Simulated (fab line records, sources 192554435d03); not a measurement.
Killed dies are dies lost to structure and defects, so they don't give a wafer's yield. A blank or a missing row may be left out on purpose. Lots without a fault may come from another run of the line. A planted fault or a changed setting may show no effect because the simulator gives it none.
A struck lot beside a sound one | flow n5_finfet | 34 steps out of a route of 1938
Sound: wafers L401.1, L401.5, L401.6. Struck: wafer L396.3. (L396.4, L396.5 of the same lot were not struck and are left out.) The cause comes at the end.
At each step with rows: each side's tool, then ch and its chambers, then its first start. Under that, the readings that differ: sound wafers | struck wafers | difference of the means | sigmas: that difference in standard deviations of wafers without a fault.
alike: readings whose means differ by less than 2 such deviations, and words and numbers that are the same on both sides. not compared: withheld readings, readings that some wafer has no value for, bounds like >300 that may hide the same value, and numbers for which the record gives no deviation and whose values overlap.
The two part at a step that has a row with sigmas, a row that says differs or no value, or rows on one side only. Numbers that don't overlap but have no deviation are shown without sigmas and don't part them. A reading that every wafer of one side lacks parts them only if that side has two wafers or more.

first, 8 steps without rows for these wafers: N5_BEOL_M8_ECD_50 (material Cu, target thk 300 nm); N5_BEOL_M8_ANNEAL_51 (time 90 s); N5_BEOL_M8_CMP_52 (polishes, stops on SiCOH lowk, t overpolish 6.9 s, target thk 80 nm); N5_BEOL_M8_PRE_CLEAN_55 (time 15 s); N5_BEOL_M8_DEP_56 (deposits SiCN from 3MS/NH3, target thk 10 nm, time 17.5 s); N5_BEOL_M9_ILD_DEP_00 (deposits SiCOH lowk from DEMS/porogen, target thk 308.51 nm, time 58 s); N5_BEOL_M9_CURE_71 (cures SiCOH lowk, time 240 s); N5_BEOL_M9_PECVD_70 (deposits SiO2 from TEOS/O2, target thk 20 nm, time 22.7 s).
N5_BEOL_M9_HM_DEP_02: deposits TiN, target thk 20 nm.
  sound on pvd_sputter-02, day 13 18:40; struck on pvd_sputter-01, day 12 23:52
  reading                                    | sound        | struck | difference | sigmas
  model.TiN_of_BEOL_M9_HM_DEP_02.thk_nm (nm) | 20.2 20.2 20 | 10.8   | -9.3       |
  alike: throttle_valve_pct
then, 13 steps without rows for these wafers: N5_BEOL_M9_COAT_59 (time 60 s, resist thk 100 nm); N5_BEOL_M9_COAT_60 (time 60 s, resist thk 30 nm); N5_BEOL_M9_COAT_05 (resist thk 90 nm); N5_BEOL_M9_EBR_07; N5_BEOL_M9_SOFTBAKE_06 (time 60 s); N5_BEOL_M9_EXPOSE_08 (exposes mask M9); N5_BEOL_M9_PEB_09 (peb time 60 s); N5_BEOL_M9_DEVELOP_10 (develop time 30 s); N5_BEOL_M9_DESCUM_16 (chemistry O2, time 7.9 s); N5_BEOL_M9_ETCH_61 (etches SiARC in CF4, target depth 39 nm, time 65 s); N5_BEOL_M9_ETCH_62 (etches SOC in N2/H2, target depth 110 nm, overetch 22 nm, time 165 s); N5_BEOL_M9_STRIP_68 (strips in N2/H2); N5_BEOL_M9_STRIP_67 (strips in CF4).
N5_BEOL_M9_HM_OPEN_17: chemistry Cl2/BCl3, target TiN, target depth 20 nm, overetch 6 nm.
  sound on rie_metal-01 ch 0,1, day 13 19:31; struck on rie_metal-02 ch 1, day 13 00:52
  reading                  | sound             | struck | difference | sigmas
  oes_product_au (a.u.)    | 0.60 0.59 0.76    | 0.41   | -0.24      | -3
  model.etch.depth_nm (nm) | 20.14 20.24 19.95 | 10.89  | -9.22      |
  alike: drypump_motor_current_A, throttle_valve_pct
  not compared: rf_hours_counter_h
then, 10 steps without rows for these wafers: N5_BEOL_M9_STRIP_19 (strips in O2); N5_BEOL_M9_COAT_63 (time 60 s, resist thk 60 nm); N5_BEOL_M9_COAT_64 (time 60 s, resist thk 12 nm); N5_BEOL_M9_COAT_75 (time 60 s, resist thk 5 nm); N5_BEOL_M9_COAT_22 (resist thk 30 nm); N5_BEOL_M9_EBR_24; N5_BEOL_M9_SOFTBAKE_23 (time 60 s); N5_BEOL_M9_EXPOSE_25 (exposes mask V8); N5_BEOL_M9_PEB_26 (peb time 60 s); N5_BEOL_M9_DEVELOP_27 (develop time 30 s).
N5_BEOL_M9_TRENCH_ETCH_37: etches SiCOH lowk in C4F6/O2, target depth 151.43 nm, time 49 s.
  sound on rie_diel-06 ch 0,3; struck on rie_diel-04 ch 0
  reading                                    | sound      | struck | difference | sigmas
  model.TiN_of_BEOL_M9_HM_DEP_02.thk_nm (nm) | 16 16 15.6 | 6.6    | -9.3       |
  alike: drypump_motor_current_A, oes_product_au, rf_vpp_V, showerhead_plenum_p_Torr, throttle_valve_pct
  not compared: rf_hours_counter_h

WHERE THEY PART
Only at N5_BEOL_M9_HM_OPEN_17, within this record. Later steps at which nothing parts them and some readings are alike: N5_BEOL_M9_TRENCH_ETCH_37.

WHY: what the simulator had put in
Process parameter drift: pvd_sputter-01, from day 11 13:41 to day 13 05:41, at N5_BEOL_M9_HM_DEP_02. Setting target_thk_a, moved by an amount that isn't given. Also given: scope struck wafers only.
